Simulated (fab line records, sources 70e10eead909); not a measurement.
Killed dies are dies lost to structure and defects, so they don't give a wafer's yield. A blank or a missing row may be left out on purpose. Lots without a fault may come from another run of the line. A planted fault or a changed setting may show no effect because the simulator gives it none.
A struck lot beside a sound one | flow nand_harc | 13 steps out of a route of 1159
Sound: wafers L632.2, L632.4, L632.5. Struck: wafers L643.1, L643.4, L643.5. The cause comes at the end.
At each step with rows: each side's tool, then ch and its chambers, then its first start. Under that, the readings that differ: sound wafers | struck wafers | difference of the means | sigmas: that difference in standard deviations of wafers without a fault.
alike: readings whose means differ by less than 2 such deviations, and words and numbers that are the same on both sides. not compared: withheld readings, readings that some wafer has no value for, bounds like >300 that may hide the same value, and numbers for which the record gives no deviation and whose values overlap.
The two part at a step that has a row with sigmas, a row that says differs or no value, or rows on one side only. Numbers that don't overlap but have no deviation are shown without sigmas and don't part them. A reading that every wafer of one side lacks parts them only if that side has two wafers or more.

NHARC_A_STAIRCASE_DEP_417: deposits Si3N4, target thk 60 nm.
  sound on pecvd-02 ch 0,1,2, day 12 22:42; struck on pecvd-03 ch 0,1, day 15 01:52
  alike: heater_power_outer_w, heater_power_w, rf_fwd_power_W
then, 3 steps without rows for these wafers: NHARC_A_STAIRCASE_WET_418 (chemistry H3PO4, target depth 20 nm); NHARC_A_STAIRCASE_PRECLEAN_419 (cleans in SC1); NHARC_A_STAIRCASE_SRD_421.
NHARC_A_STAIRCASE_ALD_420: deposits SiO2, target thk 20 nm, pulse time 6 s, ald cycles 200.
  sound on ald_hk-04 ch 1,2, day 13 02:47; struck on ald_hk-01 ch 0,1, day 15 07:08
  alike: heater_power_outer_w, heater_power_w, precursor_pulse_height_rel
then, 1 step without rows for these wafers: NHARC_A_STAIRCASE_CVD_552 (deposits SiNx, target thk 40 nm).
NHARC_A_STAIRCASE_DEP_151: deposits SiO2, target thk 3800 nm.
  sound on pecvd-01 ch 0,2, day 13 13:16; struck on pecvd-03 ch 0,2, day 15 15:31
  alike: heater_power_outer_w, heater_power_w, rf_fwd_power_W
then, 1 step without rows for these wafers: NHARC_A_STAIRCASE_ANNEAL_320 (time 1800 s).
NHARC_A_STAIRCASE_DEP_322: deposits SiO2, target thk 3800 nm.
  sound on pecvd-02 ch 1,2, day 13 20:32; struck on pecvd-02 ch 0,2, day 15 23:19
  alike: heater_power_outer_w, heater_power_w, rf_fwd_power_W
then, 1 step without rows for these wafers: NHARC_A_STAIRCASE_ANNEAL_323 (time 1800 s).
NHARC_A_STAIRCASE_DEP_325: deposits SiO2, target thk 3800 nm.
  sound on pecvd-03 ch 0,2, day 14 03:35; struck on pecvd-03 ch 0,2, day 16 10:04
  reading            | sound             | struck            | difference | sigmas
  rf_fwd_power_W (W) | 499.8 500.3 498.5 | 559.6 559.9 558.3 | +59.7      | +40
  alike: heater_power_outer_w, heater_power_w
then, 1 step without rows for these wafers: NHARC_A_STAIRCASE_ANNEAL_326 (time 1800 s).
NHARC_END_SORT_01:
  the record has rows for the sound wafers here (prober-02 ch 0, day 20 16:13) and none for the struck ones

WHERE THEY PART
First at NHARC_A_STAIRCASE_DEP_325; last, within this record, at NHARC_END_SORT_01.

WHY: what the simulator had put in
Process parameter drift: pecvd-03, from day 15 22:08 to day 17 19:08, at NHARC_A_STAIRCASE_DEP_325. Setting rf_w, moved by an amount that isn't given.
